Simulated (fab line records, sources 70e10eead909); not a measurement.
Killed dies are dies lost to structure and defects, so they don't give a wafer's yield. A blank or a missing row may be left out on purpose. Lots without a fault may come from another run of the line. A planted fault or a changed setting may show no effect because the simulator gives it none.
Which tool did it? | flow nand_harc | 12 lots, 36 wafers sampled, at 6 steps of a route of 1159

WHAT THE GAUGES READ, wafer by wafer
NHARC_P_GATE_INSPECT_68. Usual: raw_defect_count 183, standard deviation 55.
lot  | measured     | on                | raw_defect_count | flag
L723 | day 5 15:19  | defect_inspect-01 | 205 169 186      |
L726 | day 5 23:29  | defect_inspect-01 | 145 152 191      |
L725 | day 6 02:00  | defect_inspect-01 | 292 217 213      |
L729 | day 6 18:31  | defect_inspect-01 | 207 338 185      |
L728 | day 6 19:55  | defect_inspect-01 | 177 154 197      |
L730 | day 7 06:31  | defect_inspect-02 | 179 147 167      |
L731 | day 7 11:34  | defect_inspect-01 | 109 179 145      |
L732 | day 7 12:03  | defect_inspect-01 | 402 1542 212     | OFF
L734 | day 8 03:37  | defect_inspect-01 | 1575 201 1575    | OFF
L735 | day 8 14:22  | defect_inspect-02 | 286 181 185      |
L743 | day 10 12:29 | defect_inspect-02 | 182 182 226      |
L744 | day 10 18:39 | defect_inspect-02 | 273 179 155      |

NHARC_END_SORT_01. Usual: killed_at_array 27, standard deviation 9.9; killed_at_other 0.6, standard deviation 0.84; killed_at_periphery 3.7, standard deviation 2.5; killed_dies 31, standard deviation 9.9; killed_open 3.0, standard deviation 1.6; killed_short 1.9, standard deviation 1.2.
lot  | measured     | on        | killed_at_array | killed_at_other | killed_at_periphery | killed_dies | killed_open | killed_short | flag
L725 | day 19 22:14 | prober-01 | 21 31 31        | 0 0 0           | 4 5 3               | 25 36 34    | 2 1 1       | 1 3 1        |
L732 | day 22 05:56 | prober-02 | 15 15 15        | 0 1 1           | 6 52 12             | 21 68 28    | 5 2 4       | 3 3 2        | OFF
L734 | day 21 23:14 | prober-01 | 35 38 35        | 1 2 0           | 55 4 53             | 91 44 88    | 5 6 6       | 1 4 2        | OFF

WHICH TOOL RAN EACH LOT (tool, then ch and the chambers of the sampled wafers, then the start)
lot  | NHARC_P_GATE_ETCH_32            | NHARC_P_GATE_STRIP_75                | NHARC_P_GATE_STRIP_76                | NHARC_P_CONTACT_DEP_00
L723 | rie_si-03 ch 1,2,3, day 4 18:58 | plasma_asher-02 ch 0,1, day 5 09:32  | plasma_asher-02 ch 0,1, day 5 11:19  | pecvd-04 ch 1,2, no start
L726 | rie_si-02 ch 0,1,3, day 5 05:28 | plasma_asher-02 ch 0,1, day 5 17:41  | plasma_asher-02 ch 1, day 5 19:37    | pecvd-04 ch 1,2, no start
L725 | rie_si-03 ch 0,2,3, day 5 05:40 | plasma_asher-01 ch 0,1, day 5 19:56  | plasma_asher-01 ch 0,1, day 5 21:40  | pecvd-01 ch 0,1, day 19 22:14 or earlier
L729 | rie_si-03 ch 0,2, day 6 00:11   | plasma_asher-02 ch 0, day 6 12:31    | plasma_asher-02 ch 0,1, day 6 14:17  | pecvd-01 ch 0,1,2, no start
L728 | rie_si-05 ch 0,1,2, day 6 01:39 | plasma_asher-01 ch 0,1, day 6 14:04  | plasma_asher-01 ch 0,1, day 6 15:52  | pecvd-01 ch 0,1,2, no start
L730 | rie_si-03 ch 0,1,3, day 6 12:40 | plasma_asher-01 ch 0,1, day 7 00:46  | plasma_asher-02 ch 0,1, day 7 02:28  | pecvd-04 ch 0,2, no start
L731 | rie_si-03 ch 0,1, day 6 17:26   | plasma_asher-01 ch 0,1, day 7 05:37  | plasma_asher-02 ch 0,1, day 7 07:21  | pecvd-03 ch 1,2, no start
L732 | rie_si-03 ch 0,1,2, day 6 18:03 | plasma_asher-02 ch 0,1, day 7 06:14  | plasma_asher-02 ch 0,1, day 7 08:01  | pecvd-03 ch 1,2, day 22 05:56 or earlier
L734 | rie_si-03 ch 1,3, day 7 09:59   | plasma_asher-02 ch 0,1, day 7 22:01  | plasma_asher-02 ch 1, day 7 23:35    | pecvd-04 ch 0,1, day 21 23:14 or earlier
L735 | rie_si-05 ch 0,1, day 7 20:26   | plasma_asher-02 ch 0,1, day 8 08:38  | plasma_asher-01 ch 0,1, day 8 10:22  | pecvd-01 ch 1,2, no start
L743 | rie_si-02 ch 1,3, day 9 16:41   | plasma_asher-01 ch 0,1, day 10 06:56 | plasma_asher-01 ch 0,1, day 10 08:32 | pecvd-04 ch 1,2, no start
L744 | rie_si-05 ch 1,3, day 10 00:40  | plasma_asher-02 ch 0,1, day 10 12:46 | plasma_asher-02 ch 0,1, day 10 14:29 | pecvd-04 ch 0,1, no start
- NHARC_P_GATE_ETCH_32: etches the open film in HBr/Cl2, target depth 150 nm, time 100.1 s.
- NHARC_P_GATE_STRIP_75: strips in O2.
- NHARC_P_GATE_STRIP_76: strips in O2.
- NHARC_P_CONTACT_DEP_00: deposits SiO2, target thk 500 nm.

WHAT THE TOOLS THEMSELVES READ (means of the sampled wafers that have a number; where no wafer has one, the mark that the record gives instead)
NHARC_P_GATE_ETCH_32. Usual: drypump_motor_current_A 5.49 A, standard deviation 0.19; oes_product_au 0.997 a.u., standard deviation 0.0088; throttle_valve_pct 26.406 %, standard deviation 0.009.
lot  | tool      | drypump_motor_current_A (A) | oes_product_au (a.u.) | throttle_valve_pct (%) | flag
L723 | rie_si-03 | 5.45                        | 1.004                 | 26.407                 |
L726 | rie_si-02 | 5.42                        | 1.000                 | 26.404                 |
L725 | rie_si-03 | 5.55                        | 1.008                 | 26.407                 |
L729 | rie_si-03 | 5.56                        | 0.997                 | 26.406                 |
L728 | rie_si-05 | 5.76                        | 1.002                 | 26.400                 |
L730 | rie_si-03 | 5.41                        | 1.002                 | 26.407                 |
L731 | rie_si-03 | 5.40                        | 0.994                 | 26.394                 |
L732 | rie_si-03 | 5.47                        | 0.994                 | 26.407                 |
L734 | rie_si-03 | 5.31                        | 0.994                 | 26.400                 |
L735 | rie_si-05 | 5.74                        | 0.994                 | 26.406                 |
L743 | rie_si-02 | 5.35                        | 0.985                 | 26.406                 |
L744 | rie_si-05 | 5.53                        | 1.001                 | 26.404                 |

NHARC_P_GATE_STRIP_75. Usual: drypump_motor_current_A 6.1 A, standard deviation 0.33; heater_power_w 338 W, standard deviation 34.
lot  | tool            | drypump_motor_current_A (A) | heater_power_w (W) | flag
L723 | plasma_asher-02 | 5.8                         | 310                |
L726 | plasma_asher-02 | 6.1                         | 320                |
L725 | plasma_asher-01 | 6.3                         | 375                |
L729 | plasma_asher-02 | 5.6                         | 304                |
L728 | plasma_asher-01 | 6.3                         | 379                |
L730 | plasma_asher-01 | 6.2                         | 359                |
L731 | plasma_asher-01 | 6.2                         | 358                |
L732 | plasma_asher-02 | 6.0                         | 325                |
L734 | plasma_asher-02 | 5.9                         | 306                |
L735 | plasma_asher-02 | 5.8                         | 312                |
L743 | plasma_asher-01 | 6.3                         | 371                |
L744 | plasma_asher-02 | 6.0                         | 307                |

NHARC_P_GATE_STRIP_76. Usual: drypump_motor_current_A 6.0 A, standard deviation 0.33; heater_power_w 329 W, standard deviation 31.
lot  | tool            | drypump_motor_current_A (A) | heater_power_w (W) | flag
L723 | plasma_asher-02 | 5.9                         | 307                |
L726 | plasma_asher-02 | 6.2                         | 328                |
L725 | plasma_asher-01 | 6.3                         | 379                |
L729 | plasma_asher-02 | 5.8                         | 308                |
L728 | plasma_asher-01 | 6.2                         | 365                |
L730 | plasma_asher-02 | 6.0                         | 314                |
L731 | plasma_asher-02 | 6.1                         | 321                |
L732 | plasma_asher-02 | 6.0                         | 321                |
L734 | plasma_asher-02 | 6.2                         | 328                |
L735 | plasma_asher-01 | 6.3                         | 378                |
L743 | plasma_asher-01 | 6.2                         | 353                |
L744 | plasma_asher-02 | 6.0                         | 312                |

NHARC_P_CONTACT_DEP_00. Usual: heater_power_w 523 W, standard deviation 72; throttle_valve_pct 16.0 %, standard deviation 0.36.
lot  | tool     | heater_power_w (W) | throttle_valve_pct (%) | flag
L723 | pecvd-04 | 484                | 16.1                   |
L726 | pecvd-04 | 535                | 16.2                   |
L725 | pecvd-01 | 539                | 16.2                   |
L729 | pecvd-01 | 587                | 16.1                   |
L728 | pecvd-01 | 614                | 15.9                   |
L730 | pecvd-04 | 470                | 16.3                   |
L731 | pecvd-03 | 485                | 15.4                   |
L732 | pecvd-03 | 442                | 15.4                   |
L734 | pecvd-04 | 505                | 16.2                   |
L735 | pecvd-01 | 642                | 16.0                   |
L743 | pecvd-04 | 469                | 16.4                   |
L744 | pecvd-04 | 514                | 16.0                   |

THE ANSWER, worked out from the rows above alone
Rule: a lot is off if the mean of its wafers that have a number lies more than 3 standard deviations from the usual mean. A lot without any number at a reading at which 4 lots or more have one is off too. The other lots that the step has rows for count as sound. The gauges are gone through in route order, then the tools' own readings, and for those a lot's mean is taken as printed above. The first step at which some lot is off is used, and at that step the reading that is off furthest; a lot without a number counts as furthest.
Off: L732, L734, at NHARC_P_GATE_INSPECT_68 (raw_defect_count).
A tool fits if, at a process step before that reading, it ran every lot that is off, and no sound lot after the first of them. The gauges at NHARC_P_GATE_INSPECT_68 aren't tried: what is off there is off at NHARC_END_SORT_01 too, on other tools, and a gauge's error can't cause that. One fits: rie_si-03 at NHARC_P_GATE_ETCH_32. Its last sound lot is L731 (day 6 17:26), its first lot that is off L732 (day 6 18:03): a fault that began between those two fits.

WHAT THE SIMULATOR HAD PUT IN
Chamber particle source: rie_si-03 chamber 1, from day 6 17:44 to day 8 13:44, at NHARC_P_GATE_ETCH_32. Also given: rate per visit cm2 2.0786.
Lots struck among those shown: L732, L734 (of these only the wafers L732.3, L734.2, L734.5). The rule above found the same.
